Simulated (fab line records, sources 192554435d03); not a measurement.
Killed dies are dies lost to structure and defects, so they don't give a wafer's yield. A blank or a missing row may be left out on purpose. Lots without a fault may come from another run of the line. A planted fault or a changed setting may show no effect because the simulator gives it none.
fab line records | flow n5_finfet
record lots=24 wafers=72 last_day=18
route steps=1938 shown BEOL_M13@1699 BEOL_M14@1753 BEOL_M15@1773
lots that met no fault: from a run of the same line without faults
start_h: hours from the record's first day to the start of the lot's first wafer shown | wait_h: hours since the lot's step before | " the same as in the row above | L1.1+2: a row that stands for several wafers | - no value, or no start given | * or withheld: withheld | < > ~ a bound
route shown NAME@n: a module of which the file shows steps, and the number in the route of the first | usual: mean/standard deviation of fault-free wafers | same: alike in all rows | chamber/n: place in a boat | sites: the reading at each site | _std_site: their standard deviation | _edge_site: outer sites' mean less inner sites' | radius_mm: how far each site lies from the wafer's centre | mask NAME#n: copy n | behind: the tool/chamber that last shaped the wafer | hold: why the lot was held/for how many hours/how that ended | device: the transistor (n, p or np) that didn't switch | end of line: the same wafers' tests at the end of the route | a step without rows: its recipe alone | killed: dies lost to structure and defects at the first sort, not the wafer's yield | map: a wafer's dies, x killed, . not, _ none there
set.NAME: the setting as run; set.NAME@STEP: as run at that earlier step | model.NAME: the simulator's own value behind a step, which no gauge read
steps of the route over a sample of lots; a table a step, a row a wafer
services: from which hour (start_h, from the record's first day; less than 0 if before it) a tool's chamber was out of use, for how many hours, and why
## steps
# step N5_BEOL_M13_STRIP_37
# recipe chemistry=N2/H2 power_w=1000 temp_c=250 h2_frac=0.65 overash_fraction=0.3 pressure_mtorr=withheld n2_flow_sccm=1750 h2_flow_sccm=3250
# usual drypump_motor_current_A=5.7/0.52 heater_power_w=331/41 oes_product_au=0.784/0.0091
# columns lot.wafer tool chamber start_h wait_h drypump_motor_current_A heater_power_w oes_product_au rf_hours_counter_h
L075.3 plasma_asher-02 0 256.12 0.1 4.9 285 0.785 -
L075.4 " 1 " " 6.1 393 0.783 -
L075.6 " 1 " " 6.1 397 0.789 -
L074.1 plasma_asher-02 0 263.91 0.0 4.9 295 0.755 116
L074.4 " 1 " " 6.1 389 0.811 -
L074.5 " 0 " " 4.9 283 0.792 -
L078.1 plasma_asher-02 1 274.11 0.0 6.1 384 0.778 118
L078.2 " 0 " " 4.9 297 0.773 118
L078.6 " 0 " " 4.9 296 0.784 -
L076.2 plasma_asher-02 1 277.47 0.0 6.0 390 0.792 119
L076.3 " 0 " " 4.9 288 0.790 -
L076.5 " 1 " " 6.0 383 0.789 -
L079.1 plasma_asher-02 0 280.95 0.0 4.9 293 0.780 120
L079.2 " 1 " " 6.1 391 0.775 120
L079.5 " 0 " " 4.9 289 0.793 -
L077.2 plasma_asher-02 0 281.41 0.0 4.9 293 0.797 120
L077.3 " 1 " " 6.1 383 0.785 -
L077.5 " 1 " " 6.1 386 0.784 -
L081.2 plasma_asher-01 0 284.01 0.0 6.2 307 0.790 83
L081.5 " 1 " " 5.8 331 0.781 -
L081.6 " 0 " " 6.2 303 0.778 -
L080.2 plasma_asher-01 0 289.83 0.0 6.2 298 0.791 84
L080.3 " 1 " " 5.9 334 0.801 -
L080.5 " 0 " " 6.2 301 0.777 -
L082.1 plasma_asher-01 0 303.63 0.0 6.2 300 0.774 86
L082.2 " 1 " " 5.8 335 0.783 86
L082.3 " 0 " " 6.2 302 0.783 -
L083.4 plasma_asher-02 1 306.49 0.1 6.1 398 0.787 -
L083.5 " 1 " " 6.1 398 0.775 -
L083.6 " 0 " " 4.9 295 0.790 -
L085.4 plasma_asher-02 0 307.23 0.1 4.9 294 0.785 -
L085.5 " 0 " " 4.9 291 0.786 -
L085.6 " 1 " " 6.1 393 0.779 -
L084.2 plasma_asher-02 0 309.48 0.0 4.9 283 0.802 126
L084.3 " 0 " " 4.9 286 0.792 -
L084.4 " 1 " " 6.1 398 0.789 -
L087.2 plasma_asher-02 0 324.73 0.0 4.9 290 0.792 129
L087.3 " 0 " " 4.9 290 0.778 -
L087.6 " 1 " " 6.1 398 0.773 -
L086.2 plasma_asher-01 0 332.26 0.0 6.2 299 0.777 92
L086.4 " 1 " " 5.8 332 0.808 -
L086.5 " 1 " " 5.8 335 0.781 -
L088.1 plasma_asher-01 1 341.97 0.0 5.9 337 0.774 94
L088.3 " 1 " " 5.9 335 0.771 -
L088.4 " 0 " " 6.2 304 0.764 -
L090.3 plasma_asher-01 0 343.16 0.1 6.2 305 0.781 -
L090.4 " 1 " " 5.8 337 0.784 -
L090.6 " 0 " " 6.2 297 0.797 -
L093.1 plasma_asher-01 1 354.77 0.0 5.8 337 0.788 97
L093.2 " 0 " " 6.2 304 0.792 97
L093.6 " 0 " " 6.3 303 0.780 -
L092.1 plasma_asher-01 0 357.35 0.0 6.3 306 0.784 97
L092.4 " 0 " " 6.3 296 0.772 -
L092.6 " 1 " " 5.8 333 0.792 -
L094.2 plasma_asher-02 1 361.66 0.0 6.1 383 0.785 137
L094.3 " 1 " " 6.1 397 0.773 -
L094.6 " 1 " " 6.1 392 0.772 -
L091.2 plasma_asher-02 1 362.31 0.0 6.0 382 0.776 138
L091.4 " 0 " " 4.9 291 0.786 -
L091.5 " 0 " " 4.9 287 0.780 -
L089.3 plasma_asher-01 1 362.87 0.1 5.9 337 0.785 -
L089.4 " 0 " " 6.2 298 0.790 -
L089.5 " 1 " " 5.9 333 0.788 -
L095.1 plasma_asher-02 0 383.02 0.0 4.9 290 0.793 143
L095.3 " 0 " " 4.9 285 0.797 -
L095.5 " 0 " " 4.9 288 0.766 -
L096.1 plasma_asher-01 1 383.55 0.0 5.9 335 0.787 100
L096.2 " 0 " " 6.3 305 0.773 100
L096.5 " 0 " " 6.3 301 0.783 -
L097.1 plasma_asher-01 1 390.25 0.0 5.8 333 0.780 102
L097.2 " 0 " " 6.2 303 0.794 102
L097.4 " 0 " " 6.2 301 0.794 -
# step N5_BEOL_M13_SPUTTER_44
# recipe material=Ta target_thk_a=100 temp_c=50 bias_v=80 power_w=15000 chamber_pressure_pa=0.07 time_s=16.13
# usual bias_v=79.9/0.78 throttle_valve_pct=29.9/0.88
# columns lot.wafer tool chamber start_h wait_h bias_v throttle_valve_pct
L075.3 pvd_sputter-01 - 258.85 0.0 79.6 29.3
L075.4 " - " " 79.2 29.9
L075.6 " - " " 79.6 29.0
L074.1 pvd_sputter-02 - 267.94 0.0 79.4 31.4
L074.4 " - " " 79.5 29.5
L074.5 " - " " 79.6 28.6
L078.1 pvd_sputter-01 - 277.04 0.0 80.9 30.4
L078.2 " - " " 80.4 28.8
L078.6 " - " " 80.3 30.0
L076.2 pvd_sputter-02 - 282.29 0.0 79.1 28.4
L076.3 " - " " 79.4 29.9
L076.5 " - " " 80.1 28.6
L079.1 pvd_sputter-01 - 284.07 0.0 80.4 29.1
L079.2 " - " " 80.7 30.1
L079.5 " - " " 79.7 29.9
L077.2 pvd_sputter-03 - 287.05 0.0 80.1 30.5
L077.3 " - " " 78.4 29.7
L077.5 " - " " 78.5 29.8
L081.2 pvd_sputter-02 - 287.37 0.0 79.2 29.1
L081.5 " - " " 79.7 28.6
L081.6 " - " " 79.2 31.2
L080.2 pvd_sputter-03 - 291.79 0.0 80.3 30.3
L080.3 " - " " 80.3 29.7
L080.5 " - " " 78.6 29.8
L082.1 pvd_sputter-01 - 306.48 0.0 79.1 30.2
L082.2 " - " " 80.3 31.2
L082.3 " - " " 81.4 29.3
L083.4 pvd_sputter-01 - 309.18 0.0 80.3 31.3
L083.5 " - " " 79.5 30.0
L083.6 " - " " 78.9 31.3
L085.4 pvd_sputter-02 - 309.22 0.0 79.7 29.1
L085.5 " - " " 79.5 28.9
L085.6 " - " " 78.6 29.9
L084.2 pvd_sputter-02 - 311.86 0.0 80.3 28.6
L084.3 " - " " 79.5 29.6
L084.4 " - " " 80.7 29.0
L087.2 pvd_sputter-03 - 327.57 0.0 79.4 30.6
L087.3 " - " " 79.4 30.2
L087.6 " - " " 79.6 30.6
L086.2 pvd_sputter-03 - 335.28 0.0 80.1 30.0
L086.4 " - " " 80.5 30.5
L086.5 " - " " 79.5 30.0
L088.1 pvd_sputter-01 - 345.51 0.0 79.2 31.1
L088.3 " - " " 78.9 30.2
L088.4 " - " " 80.7 29.1
L090.3 pvd_sputter-03 - 346.01 0.0 78.8 30.7
L090.4 " - " " 80.7 30.5
L090.6 " - " " 80.1 29.7
L093.1 pvd_sputter-02 - 363.41 0.0 78.7 29.6
L093.2 " - " " 78.7 29.0
L093.6 " - " " 79.4 31.2
L092.1 pvd_sputter-02 - 363.73 0.0 80.1 31.3
L092.4 " - " " 78.7 28.9
L092.6 " - " " 80.0 29.7
L094.2 pvd_sputter-01 - 364.01 0.0 80.1 30.4
L094.3 " - " " 80.0 29.0
L094.6 " - " " 79.4 30.4
L091.2 pvd_sputter-02 - 364.05 0.0 79.3 29.6
L091.4 " - " " 80.5 29.1
L091.5 " - " " 81.4 31.4
L089.3 pvd_sputter-02 - 364.37 0.0 80.3 29.8
L089.4 " - " " 79.9 29.2
L089.5 " - " " 81.0 28.5
L095.1 pvd_sputter-01 - 385.77 0.0 80.5 30.1
L095.3 " - " " 80.0 30.2
L095.5 " - " " 81.7 30.2
L096.1 pvd_sputter-02 - 388.36 0.0 79.8 29.0
L096.2 " - " " 81.2 29.7
L096.5 " - " " 81.2 28.5
L097.1 pvd_sputter-01 - 391.61 0.0 80.1 30.1
L097.2 " - " " 80.6 30.5
L097.4 " - " " 79.3 31.2
# step N5_BEOL_M14_TRENCH_ETCH_34
# recipe chemistry=C4F8/O2/Ar target=SiO2 target_depth_a=5566.5 mask_material=SOC he_inner_torr=15 he_outer_torr=30 time_s=126.9 ion_energy_ev=800 pressure_mtorr=20 source_w=1905 bias_w=2040 Ar_flow_sccm=400 C4F8_flow_sccm=16 O2_flow_sccm=12
# usual bias_w=2040/6.7 drypump_motor_current_A=5.6/0.55 he_outer_torr=30.00/0.059 oes_ar_750_au=0.79/0.063 oes_product_au=0.79/0.071 rf_vpp_V=2218/42 showerhead_plenum_p_Torr=3.43/0.11 throttle_valve_pct=30.75/0.22
# columns lot.wafer tool chamber start_h wait_h bias_w drypump_motor_current_A he_outer_torr oes_ar_750_au oes_product_au rf_hours_counter_h rf_vpp_V showerhead_plenum_p_Torr throttle_valve_pct
L075.3 rie_diel-05 3 262.31 0.0 2035 5.7 29.91 0.86 0.85 40 2252 3.34 30.99
L075.4 " 0 " " 2039 5.5 29.99 0.77 0.75 136 2213 3.30 30.62
L075.6 " 3 " " 2042 5.8 29.93 0.86 0.85 - 2252 3.33 30.97
L074.1 rie_diel-02 3 271.35 0.0 2037 6.5 30.06 0.69 0.67 241 2153 3.38 30.90
L074.4 " 1 " " 2040 5.3 30.01 0.72 0.72 204 2259 3.44 30.94
L074.5 " 2 " " 2043 4.7 30.01 0.76 0.74 - 2234 3.56 30.34
L078.1 rie_diel-02 0 280.17 0.0 2045 5.5 29.89 0.77 0.77 167 2196 3.42 30.73
L078.2 " 2 " " 2053 4.7 29.91 0.75 0.74 156 2233 3.56 30.36
L078.6 " 2 " " 2052 4.7 29.90 0.75 0.75 - 2232 3.56 30.34
L076.2 rie_diel-05 0 285.42 0.0 2047 5.5 30.05 0.76 0.76 145 2212 3.30 30.63
L076.3 " 2 " " 2040 6.5 30.05 0.81 0.81 68 2246 3.62 30.93
L076.5 " 2 " " 2049 6.5 30.07 0.81 0.81 - 2246 3.62 30.94
L079.1 rie_diel-06 3 287.60 0.0 2042 5.7 30.12 0.88 0.88 38 2210 3.35 30.33
L079.2 " 2 " " 2042 6.4 29.99 0.82 0.85 71 2273 3.60 30.70
L079.5 " 0 " " 2035 4.9 30.00 0.79 0.80 - 2263 3.30 30.57
L077.2 rie_diel-05 3 290.48 0.0 2039 5.7 29.96 0.84 0.84 50 2251 3.33 30.98
L077.3 " 2 " " 2038 6.5 29.92 0.82 0.82 70 2246 3.62 30.96
L077.5 " 0 " " 2043 5.5 30.07 0.76 0.75 - 2211 3.30 30.64
L081.2 rie_diel-02 0 290.73 0.0 2036 5.5 30.03 0.77 0.77 172 2196 3.42 30.74
L081.5 " 2 " " 2040 4.7 30.08 0.75 0.74 - 2234 3.55 30.35
L081.6 " 3 " " 2051 6.5 29.96 0.68 0.68 - 2155 3.37 30.91
L080.2 rie_diel-02 1 295.15 0.0 2038 5.3 29.97 0.72 0.71 213 2259 3.44 30.93
L080.3 " 0 " " 2034 5.5 30.02 0.77 0.77 173 2194 3.42 30.73
L080.5 " 2 " " 2036 4.7 30.02 0.75 0.74 - 2233 3.55 30.37
L082.1 rie_diel-02 0 309.89 0.0 2047 5.5 29.95 0.76 0.76 179 2194 3.42 30.75
L082.2 " 1 " " 2048 5.3 29.97 0.72 0.71 219 2257 3.44 30.94
L082.3 " 2 " " 2044 4.8 30.06 0.75 0.74 169 2233 3.55 30.38
L083.4 rie_diel-05 0 312.41 0.0 2035 5.5 29.94 0.75 0.74 153 2211 3.29 30.63
L083.5 " 3 " " 2039 5.7 30.09 0.83 0.83 - 2251 3.33 30.99
L083.6 " 2 " " 2046 6.5 29.94 0.81 0.80 - 2245 3.62 30.95
L085.4 rie_diel-02 1 312.55 0.1 2034 5.3 30.12 0.71 0.70 - 2260 3.43 30.95
L085.5 " 2 " " 2042 4.7 30.00 0.74 0.73 - 2233 3.55 30.36
L085.6 " 0 " " 2047 5.5 29.92 0.76 0.77 - 2196 3.42 30.76
L084.2 rie_diel-02 2 315.36 0.0 2037 4.7 30.01 0.74 0.73 172 2233 3.55 30.37
L084.3 " 0 " " 2039 5.5 29.94 0.76 0.76 182 2195 3.41 30.74
L084.4 " 1 " " 2052 5.3 29.99 0.72 0.71 - 2257 3.43 30.95
L087.2 rie_diel-02 0 331.12 0.0 2048 5.5 29.92 0.76 0.75 189 2195 3.41 30.75
L087.3 " 2 " " 2039 4.7 30.01 0.74 0.72 179 2232 3.54 30.37
L087.6 " 1 " " 2030 5.3 30.05 0.71 0.70 - 2257 3.43 30.95
L086.2 rie_diel-06 0 341.54 0.0 2047 4.9 30.03 0.78 0.79 107 2259 3.29 30.59
L086.4 " 2 " " 2042 6.4 30.07 0.81 0.82 90 2271 3.59 30.72
L086.5 " 3 " " 2039 5.7 30.06 0.84 0.85 - 2209 3.34 30.33
L088.1 rie_diel-05 1 348.55 0.0 2041 5.4 29.93 0.88 0.89 42 2143 3.38 30.84
L088.3 " 3 " " 2048 5.7 29.98 0.82 0.81 71 2249 3.32 31.02
L088.4 " 3 " " 2047 5.7 30.04 0.82 0.82 - 2250 3.32 31.02
L090.3 rie_diel-06 3 349.94 0.0 2044 5.7 30.16 0.84 0.84 60 2210 3.34 30.35
L090.4 " 0 " " 2044 4.9 30.06 0.78 0.80 110 2259 3.29 30.60
L090.6 " 1 " " 2038 5.5 29.97 0.85 0.85 - 2133 3.50 30.85
L093.1 rie_diel-06 2 367.62 0.0 2039 6.4 30.01 0.80 0.81 99 2270 3.58 30.71
L093.2 " 0 " " 2043 4.8 30.04 0.76 0.77 117 2260 3.29 30.60
L093.6 " 0 " " 2051 4.8 29.98 0.77 0.79 - 2260 3.29 30.59
L092.1 rie_diel-02 1 368.45 0.0 2040 5.3 30.08 0.70 0.69 240 2257 3.42 30.96
L092.4 " 0 " " 2031 5.5 29.97 0.74 0.74 203 2193 3.40 30.78
L092.6 " 0 " " 2036 5.5 30.00 0.75 0.74 - 2194 3.40 30.77
L094.2 rie_diel-05 0 368.62 0.0 2035 5.5 30.02 0.74 0.74 168 2210 3.28 30.64
L094.3 " 3 " " 2037 5.7 29.90 0.81 0.81 78 2249 3.32 31.03
L094.6 " 2 " " 2042 6.5 30.04 0.78 0.78 - 2244 3.61 30.97
L091.2 rie_diel-02 0 369.18 0.0 2044 5.5 29.88 0.74 0.75 203 2193 3.40 30.77
L091.4 " 1 " " 2042 5.3 30.05 0.70 0.69 240 2258 3.42 30.95
L091.5 " 3 " " 2038 6.5 30.00 0.93 0.96 - 2221 3.36 30.71
L089.3 rie_diel-05 2 369.46 0.0 2044 6.5 30.00 0.79 0.76 100 2244 3.61 30.97
L089.4 " 0 " " 2042 5.4 29.99 0.74 0.72 168 2211 3.28 30.64
L089.5 " 0 " " 2044 5.4 29.97 0.74 0.73 - 2211 3.28 30.64
L095.1 rie_diel-05 2 389.42 0.0 2038 6.5 30.06 0.78 0.76 106 2243 3.60 30.99
L095.3 " 1 " " 2018 5.4 30.13 0.86 0.86 55 2143 3.37 30.85
L095.5 " 3 " " 2027 5.7 30.04 0.80 0.80 - 2248 3.31 31.03
L096.1 rie_diel-05 2 391.64 0.0 2048 6.5 30.02 0.77 0.76 107 2244 3.60 30.96
L096.2 " 1 " " 2045 5.4 30.03 0.85 0.86 56 2144 3.37 30.83
L096.5 " 0 " " 2038 5.5 29.97 0.75 0.73 - 2210 3.28 30.66
L097.1 rie_diel-06 2 394.77 0.0 2030 6.4 29.94 0.79 0.80 110 2272 3.58 30.72
L097.2 " 3 " " 2025 5.7 30.08 0.81 0.82 76 2209 3.33 30.33
L097.4 " 1 " " 2051 5.5 30.00 0.83 0.81 66 2133 3.49 30.85
# step N5_BEOL_M14_SPUTTER_44
# recipe material=Ta target_thk_a=150 temp_c=50 bias_v=80 power_w=15000 chamber_pressure_pa=0.07 time_s=24.19
# usual bias_v=79.9/0.78 throttle_valve_pct=30.0/0.79
# columns lot.wafer tool chamber start_h wait_h bias_v throttle_valve_pct
L075.3 pvd_sputter-03 - 265.10 0.0 79.8 30.1
L075.4 " - " " 79.9 29.7
L075.6 " - " " 80.3 30.7
L074.1 pvd_sputter-01 - 273.58 0.0 79.3 31.3
L074.4 " - " " 78.9 30.5
L074.5 " - " " 79.6 30.3
L078.1 pvd_sputter-02 - 281.71 0.0 78.5 31.4
L078.2 " - " " 79.4 28.8
L078.6 " - " " 80.7 28.5
L076.2 pvd_sputter-01 - 287.35 0.0 79.9 30.3
L076.3 " - " " 80.3 29.0
L076.5 " - " " 79.6 30.4
L079.1 pvd_sputter-01 - 295.23 0.0 78.1 29.2
L079.2 " - " " 80.3 30.2
L079.5 " - " " 80.4 30.1
L081.2 pvd_sputter-03 - 298.22 0.0 80.0 30.4
L081.5 " - " " 81.6 29.6
L081.6 " - " " 80.5 30.5
L077.2 pvd_sputter-02 - 299.02 0.0 81.1 28.5
L077.3 " - " " 80.2 29.0
L077.5 " - " " 81.7 29.0
L080.2 pvd_sputter-01 - 300.94 0.0 79.6 30.1
L080.3 " - " " 80.3 31.4
L080.5 " - " " 79.0 30.4
L082.1 pvd_sputter-03 - 311.38 0.0 80.6 30.3
L082.2 " - " " 79.8 30.3
L082.3 " - " " 79.5 30.0
L083.4 pvd_sputter-02 - 314.52 0.0 81.2 29.6
L083.5 " - " " 80.7 29.8
L083.6 " - " " 80.9 31.3
L085.4 pvd_sputter-03 - 314.72 0.0 80.7 29.9
L085.5 " - " " 79.5 30.0
L085.6 " - " " 79.0 30.0
L084.2 pvd_sputter-02 - 319.82 0.0 79.5 28.5
L084.3 " - " " 79.5 30.1
L084.4 " - " " 79.0 28.8
L087.2 pvd_sputter-01 - 335.74 0.0 80.9 30.4
L087.3 " - " " 80.7 30.0
L087.6 " - " " 79.6 31.1
L086.2 pvd_sputter-02 - 345.47 0.0 80.9 31.2
L086.4 " - " " 79.3 29.8
L086.5 " - " " 79.8 29.1
L088.1 pvd_sputter-02 - 350.01 0.0 80.5 31.1
L088.3 " - " " 81.4 29.0
L088.4 " - " " 80.2 28.4
L090.3 pvd_sputter-02 - 351.07 0.0 80.8 29.8
L090.4 " - " " 78.6 31.3
L090.6 " - " " 80.0 29.7
L093.1 pvd_sputter-01 - 368.35 0.0 78.6 30.2
L093.2 " - " " 79.7 31.0
L093.6 " - " " 80.5 28.9
L092.1 pvd_sputter-01 - 370.78 0.0 80.7 29.0
L092.4 " - " " 80.0 29.9
L092.6 " - " " 80.3 30.0
L094.2 pvd_sputter-02 - 371.03 0.0 79.4 29.0
L094.3 " - " " 80.0 28.6
L094.6 " - " " 79.6 28.4
L091.2 pvd_sputter-01 - 371.10 0.0 80.2 29.9
L091.4 " - " " 79.2 31.4
L091.5 " - " " 80.0 31.2
L089.3 pvd_sputter-03 - 371.28 0.0 80.8 30.5
L089.4 " - " " 81.1 30.7
L089.5 " - " " 80.1 30.9
L095.1 pvd_sputter-03 - 391.39 0.0 78.7 30.4
L095.3 " - " " 78.7 29.9
L095.5 " - " " 79.1 30.7
L096.1 pvd_sputter-03 - 392.73 0.0 79.1 29.9
L096.2 " - " " 81.0 30.0
L096.5 " - " " 81.4 29.7
L097.1 pvd_sputter-03 - 395.63 0.0 79.1 30.5
L097.2 " - " " 79.4 29.9
L097.4 " - " " 81.3 30.3
# step N5_BEOL_M15_ILD_DEP_00
# recipe material=SiO2 target_thk_a=16293 temp_c=400 precursor=TEOS/O2 pressure_torr=6.5 rf_w=900 teos_flow_sccm=161.4 gas=O2 flow_sccm=2650 time_s=346.1
# usual heater_power_w=486/78 showerhead_plenum_p_Torr=8.333/0.028 throttle_valve_pct=18.7/1.5
# columns lot.wafer tool chamber start_h wait_h heater_power_w showerhead_plenum_p_Torr throttle_valve_pct
L075.3 pecvd-04 0 266.27 0.0 563 8.347 19.5
L075.4 " 0 " " 418 8.342 19.9
L075.6 " 1 " " 629 8.353 21.2
L074.1 pecvd-04 1 274.75 0.0 652 8.354 21.3
L074.4 " 2 " " 386 8.323 17.4
L074.5 " 1 " " 499 8.350 21.4
L078.1 pecvd-01 0 282.90 0.0 414 8.340 18.3
L078.2 " 1 " " 492 8.302 17.5
L078.6 " 1 " " 379 8.310 17.8
L076.2 pecvd-01 1 289.17 0.0 475 8.297 17.4
L076.3 " 2 " " 405 8.404 16.6
L076.5 " 1 " " 367 8.337 17.5
L079.1 pecvd-04 1 296.45 0.0 677 8.329 21.4
L079.2 " 2 " " 450 8.311 17.2
L079.5 " 2 " " 504 8.326 17.4
L081.2 pecvd-02 1 299.61 0.0 438 8.342 19.1
L081.5 " 2 " " 498 8.314 18.4
L081.6 " 1 " " 525 8.327 19.0
L077.2 pecvd-04 2 300.20 0.0 438 8.305 17.2
L077.3 " 0 " " 501 8.326 19.7
L077.5 " 1 " " 632 8.349 21.4
L080.2 pecvd-02 0 302.11 0.0 578 8.324 17.4
L080.3 " 1 " " 474 8.326 18.8
L080.5 " 1 " " 560 8.331 18.9
L082.1 pecvd-02 0 312.61 0.0 520 8.325 17.3
L082.2 " 2 " " 416 8.300 18.8
L082.3 " 1 " " 559 8.338 19.0
L083.4 pecvd-04 0 315.82 0.1 413 8.367 19.5
L083.5 " 1 " " 660 8.366 21.5
L083.6 " 2 " " 388 8.320 17.3
L085.4 pecvd-01 1 316.04 0.1 370 8.292 17.7
L085.5 " 0 " " 405 8.357 18.5
L085.6 " 2 " " 428 8.401 16.7
L084.2 pecvd-02 2 321.18 0.0 407 8.277 18.9
L084.3 " 1 " " 484 8.337 19.1
L084.4 " 2 " " 477 8.289 19.0
L087.2 pecvd-02 0 336.91 0.0 571 8.316 17.1
L087.3 " 1 " " 471 8.354 18.7
L087.6 " 0 " " 464 8.318 17.3
L086.2 pecvd-04 0 346.65 0.0 484 8.317 19.7
L086.4 " 0 " " 546 8.341 19.5
L086.5 " 1 " " 622 8.355 21.2
L088.1 pecvd-01 1 351.45 0.0 486 8.302 17.6
L088.3 " 0 " " 454 8.339 18.2
L088.4 " 1 " " 367 8.308 17.6
L090.3 pecvd-04 0 353.61 0.0 531 8.339 19.5
L090.4 " 1 " " 507 8.346 21.3
L090.6 " 0 " " 412 8.340 19.6
L093.1 pecvd-04 1 369.54 0.0 651 8.351 21.4
L093.2 " 2 " " 498 8.324 17.7
L093.6 " 0 " " 534 8.327 19.5
L092.1 pecvd-04 1 371.95 0.0 649 8.321 21.3
L092.4 " 1 " " 507 8.340 21.2
L092.6 " 2 " " 377 8.349 17.5
L094.2 pecvd-01 1 372.23 0.0 454 8.293 17.7
L094.3 " 0 " " 472 8.341 18.2
L094.6 " 2 " " 335 8.430 16.5
L091.2 pecvd-04 0 372.41 0.0 530 8.363 19.9
L091.4 " 2 " " 386 8.324 17.4
L091.5 " 1 " " 495 8.345 21.4
L089.3 pecvd-02 2 372.69 0.0 468 8.314 18.9
L089.4 " 1 " " 437 8.320 19.0
L089.5 " 2 " " 377 8.319 18.7
L095.1 pecvd-04 2 392.56 0.0 488 8.334 17.5
L095.3 " 2 " " 385 8.301 17.4
L095.5 " 2 " " 483 8.335 17.4
L096.1 pecvd-02 2 394.35 0.0 479 8.313 18.9
L096.2 " 0 " " 550 8.333 17.2
L096.5 " 0 " " 464 8.313 17.4
L097.1 pecvd-02 0 396.80 0.0 599 8.332 17.4
L097.2 " 2 " " 387 8.294 19.0
L097.4 " 0 " " 459 8.289 17.5
# step N5_BEOL_M15_THK_MEAS_01
# recipe reads=SiO2_of_BEOL_M15_ILD_DEP_00
# usual M15_ILD_THK=1627/32
# columns lot.wafer tool chamber start_h wait_h M15_ILD_THK[nm]
L075.3 film_metro-01 - 266.52 0.1 1665
L075.4 " - " " 1687
L075.6 " - " " 1659
L074.1 film_metro-01 - 275.00 0.1 1611
L074.4 " - " " 1670
L074.5 " - " " 1640
L078.1 film_metro-01 - 283.15 0.1 1619
L078.2 " - " " 1617
L078.6 " - " " 1621
L076.2 film_metro-02 - 289.42 0.1 1636
L076.3 " - " " 1619
L076.5 " - " " 1667
L079.1 film_metro-02 - 296.70 0.1 1615
L079.2 " - " " 1646
L079.5 " - " " 1673
L081.2 film_metro-01 - 299.86 0.1 1609
L081.5 " - " " 1652
L081.6 " - " " 1627
L077.2 film_metro-02 - 300.45 0.1 1658
L077.3 " - " " 1646
L077.5 " - " " 1670
L080.2 film_metro-02 - 302.36 0.1 1553
L080.3 " - " " 1590
L080.5 " - " " 1629
L082.1 film_metro-01 - 312.86 0.1 1575
L082.2 " - " " 1617
L082.3 " - " " 1608
L083.4 film_metro-02 - 315.96 0.0 1630
L083.5 " - " " 1631
L083.6 " - " " 1660
L085.4 film_metro-01 - 316.18 0.0 1674
L085.5 " - " " 1660
L085.6 " - " " 1650
L084.2 film_metro-01 - 321.43 0.1 1606
L084.3 " - " " 1590
L084.4 " - " " 1621
L087.2 film_metro-01 - 337.16 0.1 1566
L087.3 " - " " 1619
L087.6 " - " " 1593
L086.2 film_metro-01 - 346.90 0.1 1621
L086.4 " - " " 1644
L086.5 " - " " 1622
L088.1 film_metro-01 - 351.70 0.1 1634
L088.3 " - " " 1639
L088.4 " - " " 1659
L090.3 film_metro-01 - 353.86 0.1 1640
L090.4 " - " " 1636
L090.6 " - " " 1666
L093.1 film_metro-02 - 369.79 0.1 1587
L093.2 " - " " 1632
L093.6 " - " " 1662
L092.1 film_metro-02 - 372.21 0.1 1605
L092.4 " - " " 1633
L092.6 " - " " 1667
L094.2 film_metro-01 - 372.48 0.1 1628
L094.3 " - " " 1636
L094.6 " - " " 1637
L091.2 film_metro-01 - 372.67 0.2 1646
L091.4 " - " " 1677
L091.5 " - " " 1656
L089.3 film_metro-02 - 372.95 0.2 1607
L089.4 " - " " 1630
L089.5 " - " " 1627
L095.1 film_metro-02 - 392.92 0.2 1612
L095.3 " - " " 1630
L095.5 " - " " 1636
L096.1 film_metro-02 - 394.71 0.2 1591
L096.2 " - " " 1556
L096.5 " - " " 1592
L097.1 film_metro-01 - 397.16 0.2 1571
L097.2 " - " " 1618
L097.4 " - " " 1583
## services
# columns tool chamber start_h hours kind
rie_diel-06 - 236.71 0.9 repair
pecvd-01 0 237.40 3.7 repair
plasma_asher-02 - 241.83 5.6 repair
pecvd-01 2 250.46 9.1 repair
rie_diel-06 0 252.51 12.0 repair
rie_diel-02 3 262.99 5.7 repair
plasma_asher-02 - 269.70 2.1 repair
rie_diel-02 - 271.93 0.3 repair
plasma_asher-01 - 286.98 0.7 repair
rie_diel-05 0 291.72 5.4 repair
rie_diel-02 3 294.43 - clean
rie_diel-06 0 295.00 3.9 repair
plasma_asher-01 - 296.98 0.4 repair
plasma_asher-02 - 319.34 0.4 repair
rie_diel-06 2 319.55 5.6 repair
pecvd-04 - 331.13 1.0 repair
rie_diel-05 0 340.89 8.1 repair
rie_diel-02 1 357.55 4.5 repair
pecvd-04 1 361.54 2.1 scheduled_down
pvd_sputter-03 - 366.39 1.0 repair
plasma_asher-01 - 372.99 5.5 repair
rie_diel-02 - 376.33 2.8 pm
pecvd-01 - 389.09 2.6 repair
pecvd-04 0 392.45 2.1 scheduled_down
## key
fault none
